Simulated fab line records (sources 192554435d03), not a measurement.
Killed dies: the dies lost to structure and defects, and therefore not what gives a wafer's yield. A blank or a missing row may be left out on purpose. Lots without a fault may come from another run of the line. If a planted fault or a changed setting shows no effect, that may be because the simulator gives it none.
Comparing a struck lot with a sound one / flow n5 finfet / 38 out of 1938 route steps
Sound: the wafers L593.3, L593.4, L593.5. Wafers struck: L601.2, L601.4, L601.6. The cause is named last.
At each step with rows: each side's tool, then ch and its chambers, then its first start. Under that, the readings that differ: sound wafers / struck wafers / difference of the means / sigmas: that difference in standard deviations of wafers without a fault.
alike: same words and numbers on both sides, and readings whose means sit less than 2 such deviations apart. not compared: any withheld reading, any reading some wafer has no value for, any bound like >300 that may hide the same value, and any number with overlapping values for which the record gives no deviation.
A row with sigmas, a row that says differs or no value, or rows on one side alone: a step with any of these is where the two part. Numbers that don't overlap but have no deviation are shown without sigmas and don't part them. A reading that every wafer of one side lacks parts them only if that side has two wafers or more.

first, 9 steps without rows for these wafers: N5_BEOL_M2_COAT_76 (time 60 s, resist thk 5 nm); N5_BEOL_M2_COAT_22 (resist thk 30 nm); N5_BEOL_M2_EBR_24; N5_BEOL_M2_SOFTBAKE_23 (time 60 s); N5_BEOL_M2_EXPOSE_25 (exposes mask V1, defocus 5 nm); N5_BEOL_M2_PEB_26 (peb time 60 s); N5_BEOL_M2_DEVELOP_27 (develop time 30 s); N5_BEOL_M2_DESCUM_33 (chemistry O2, time 7 s); N5_BEOL_M2_ETCH_77 (etches underlayer in N2/H2, target depth 6.5 nm, time 5.2 s).
N5_BEOL_M2_ETCH_69: etches SiARC in CF4, target depth 15.6 nm, time 26 s.
  sound on rie diel-06 ch 0,1,2, day 8 19:11; struck on rie diel-01 ch 0,1,2, day 10 16:12
  alike: drypump motor current A, etch rf on time s, oes product au, rf vpp V, showerhead plenum p Torr, throttle valve pct
  not compared: rf hours counter h
then, 27 steps without rows for these wafers: N5_BEOL_M2_ALD_98 (deposits SiO2, target thk 2.5 nm, pulse time 1 s, co reactant pulse time 1 s); N5_BEOL_M2_ETCHBACK_99 (etches SiO2 in CHF3, target depth 5 nm, time 10.4 s); N5_BEOL_M2_ETCH_70 (etches SOC in N2/H2, target depth 80 nm, overetch 24 nm, time 130 s); N5_BEOL_M2_STRIP_71 (strips in N2/H2); N5_BEOL_M2_STRIP_78 (strips in N2/H2); N5_BEOL_M2_VIA_ETCH_34 (etches the open film in C4F6/O2, target depth 69.4 nm, time 65.9 s); N5_BEOL_M2_STRIP_83 (strips in C4F6/O2); N5_BEOL_M2_STRIP_36 (strips in N2/H2); N5_BEOL_M2_TRENCH_ETCH_37 (etches SiOC in C4F6/O2, target depth 55.555 nm, time 29.2 s); N5_BEOL_M2_ETCH_41 (etches SiCN in CH3F/O2, target depth 29.9 nm, time 52.5 s); N5_BEOL_M2_STRIP_97 (strips in N2/H2, time 10 s); N5_BEOL_M2_HM_STRIP_39 (strips TiN in peroxide tin strip, target depth 25 nm, time 158 s); N5_BEOL_M2_SRD_40 (time 30 s); N5_BEOL_M2_PRECLEAN_42 (cleans in residue remover, time 60 s); N5_BEOL_M2_SRD_43 (time 30 s); N5_BEOL_M2_DEGAS_44 (time 60 s); N5_BEOL_M2_PRE_CLEAN_45 (time 30 s); N5_BEOL_M2_ALD_84 (deposits TaN, pulse time 2 s, purge time 3 s, co reactant purge time 2 s); N5_BEOL_M2_SURFACE_TREAT_85; N5_BEOL_M2_CVD_47 (deposits Co from CCTBA/H2, target thk 3 nm, time 223.8 s); N5_BEOL_M2_SPUTTER_48 (material Cu, target thk 4.5 nm, time 8.29 s); N5_BEOL_M2_ANNEAL_49 (time 240 s); N5_BEOL_M2_SPUTTER_79 (material Cu, target thk 4.5 nm, time 8.29 s); N5_BEOL_M2_ANNEAL_80 (time 240 s); N5_BEOL_M2_SPUTTER_81 (material Cu, target thk 4.5 nm, time 8.29 s); N5_BEOL_M2_ANNEAL_82 (time 240 s); N5_BEOL_M2_SPUTTER_86 (material Cu, target thk 4.5 nm, time 8.29 s).
-- here the record skips 6 days between the struck wafers' starts before and after, leaving off in module BEOL_M2 and picking up in module PASSIVATION (first step shown: number 1936 of the route) --
N5_PASSIVATION_PROBE_49:
  sound on prober-01, day 14 15:21; struck on prober-01, day 16 07:21
reading=defect limited yield (%); sound=92.7 91.3 91.4; struck=87.6 87.5 84.3; difference=-5.3; sigmas=-4
reading=killed_at_M0_to_M3; sound=35 31 37; struck=104 81 144; difference=+75; sigmas=+8
reading=killed dies; sound=86 103 102; struck=146 147 185; difference=+62; sigmas=+4
reading=sort_bin_5_function (%); sound=4.5 5.8 4.8; struck=7.5 7.1 10.5; difference=+3.3; sigmas=+3
reading=sort n pass; sound=1094 1077 1078; struck=1034 1033 995; difference=-62; sigmas=-4
reading=sort yield pct (%); sound=92.7 91.3 91.4; struck=87.6 87.5 84.3; difference=-5.3; sigmas=-4
  alike: killed_at_M4_up, killed at contacts, killed at front end, killed at other, killed open, killed short, sort_bin_6_memory

WHERE THEY PART
Within this record, at N5_PASSIVATION_PROBE_49 only.

WHY: whatever the simulator had introduced
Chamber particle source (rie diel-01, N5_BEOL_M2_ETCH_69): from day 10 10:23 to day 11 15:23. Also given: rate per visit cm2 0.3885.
